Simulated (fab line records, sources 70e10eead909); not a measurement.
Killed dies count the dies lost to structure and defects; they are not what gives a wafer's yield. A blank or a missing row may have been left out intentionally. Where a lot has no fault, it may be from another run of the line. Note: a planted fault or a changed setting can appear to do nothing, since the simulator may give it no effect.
Comparing a struck lot with a sound one    flow nand-harc    17 out of 1302 route steps
Sound: wafers L711.1, L711.2, L711.6. Struck: wafer L696.4 (left out: L696.5, a lot-mate that was not struck); the cause follows at the end.
For every step that has rows: the tool of each side, followed by ch and its chambers, followed by its first start. Under that, the readings that differ: sound wafers    struck wafers    difference of the means    sigmas: that difference in standard deviations of wafers without a fault.
alike: a reading whose means differ by less than 2 such deviations, as well as words and numbers matching on both sides. not compared: withheld readings; readings where some wafer has no value; bounds like >300 that might hide an equal value; numbers whose values overlap and for which the record gives no deviation.
The two part at a step that has a row with sigmas, a row that says differs or no value, or rows on one side only. When numbers do not overlap yet have no deviation, they are printed without sigmas and do not part them. Lack of a reading on every wafer of one side parts them only where that side has two or more wafers.

NHARC_A_SGD_CUT_CD_MEAS_09 targets a cd of 100 nm.
  sound on cd-sem-01 ch 0, day 28 11:08; struck on cd-sem-03 ch 0, day 22 23:08
  alike: cd-nm
NHARC_A_SGD_CUT_OVL_MEAS_10:
  struck on overlay-01, day 22 23:13; sound on overlay-01, day 28 11:14
  alike: overlay-x-nm, overlay-y-nm
NHARC_A_SGD_CUT_INSPECT_11:
  struck on defect-inspect-01, day 22 23:15; sound on defect-inspect-01, day 28 11:16
  alike: raw-defect-count
NHARC_A_SGD_CUT_DESCUM_14: chemistry O2, time 3 s.
  sound on rie-diel-05 ch 1,3, day 28 11:20; struck on rie-diel-06 ch 0, day 22 23:20
reading                 sound                 struck  difference  sigmas
o2-flow-sccm (sccm)     200.5 200.8 200.5     199.3   -1.3        -2
throttle-valve-pct (%)  11.319 11.301 11.313  11.284  -0.027      -3
  alike: drypump-motor-current-A, oes-product-au, rf-vpp-V, showerhead-plenum-p-Torr
  not compared: rf-hours-counter-h
then, 1 step without rows for these wafers: NHARC_A_SGD_CUT_ETCH_58 (etches the open film in CF4, target depth 39 nm, time 65 s).
NHARC_A_SGD_CUT_ETCH_59: etches the open film in N2/H2, target depth 260 nm, time 406.25 s.
  sound: rie-diel-05 ch 1,2,3; struck: rie-diel-06 ch 2
  alike: drypump-motor-current-A, h2-flow-sccm, oes-product-au, rf-vpp-V, showerhead-plenum-p-Torr, throttle-valve-pct
  not compared: rf-hours-counter-h
then, 1 step without rows for these wafers: NHARC_A_SGD_CUT_ETCH_15 (etches the open film in CH3F/O2, target depth 75 nm, time 64.3 s).
NHARC_A_SGD_CUT_ETCH_16: etches the open film in C4F8/O2/Ar, target depth 310.5 nm, time 155.2 s.
  sound: rie-diel-05 ch 1,2,3; struck: rie-diel-06 ch 3
  alike: oes-product-au, rf-vpp-V
  not compared: rf-hours-counter-h
then, 1 step without rows for these wafers: NHARC_A_SGD_CUT_STRIP_60 (strips in C4F8/O2/Ar).
NHARC_A_SGD_CUT_STRIP_17: strips in O2.
  sound: rie-diel-05 ch 1,2; struck: rie-diel-06 ch 3
  alike: drypump-motor-current-A, o2-flow-sccm, oes-product-au, rf-vpp-V, showerhead-plenum-p-Torr, throttle-valve-pct
  not compared: rf-hours-counter-h
then, 2 steps without rows for these wafers: NHARC_A_SGD_CUT_PRECLEAN_18 (cleans in SC1); NHARC_A_SGD_CUT_SRD_19.
NHARC_A_SGD_CUT_DEP_20: deposits SiO2, target thk 150 nm.
  sound on fcvd-01 ch 0,1, day 28 12:41; struck on fcvd-02 ch 0,1, day 23 00:32
then, 1 step without rows for these wafers: NHARC_A_SGD_CUT_ANNEAL_27 (time 1800 s).
NHARC_A_SGD_CUT_CMP_21: polishes, target thk 148.19 nm.
  sound on cmp-03 ch 1,2,3, day 28 17:41; struck on cmp-01 ch 3, day 23 05:20
reading                 sound           struck  difference  sigmas
time-to-endpoint-s (s)  50.4 53.5 48.0  42.1    -8.5        -3
  alike: motor-current-A, slurry-flow-ml-min
NHARC_A_SGD_CUT_THK_MEAS_22: measures by ellipsometry.
  struck on film-metro-01, day 23 05:31; sound on film-metro-01, day 28 17:54
reading      sound              struck  difference  sigmas
thk-nm (nm)  145.4 145.9 146.1  137.2   -8.6        -6
next, for these wafers, 1 step has no rows: NHARC_A_SGD_CUT_SRD_23.

WHERE THEY PART
First at NHARC_A_SGD_CUT_DESCUM_14; last, within this record, at NHARC_A_SGD_CUT_THK_MEAS_22.

WHY: the cause the simulator had injected
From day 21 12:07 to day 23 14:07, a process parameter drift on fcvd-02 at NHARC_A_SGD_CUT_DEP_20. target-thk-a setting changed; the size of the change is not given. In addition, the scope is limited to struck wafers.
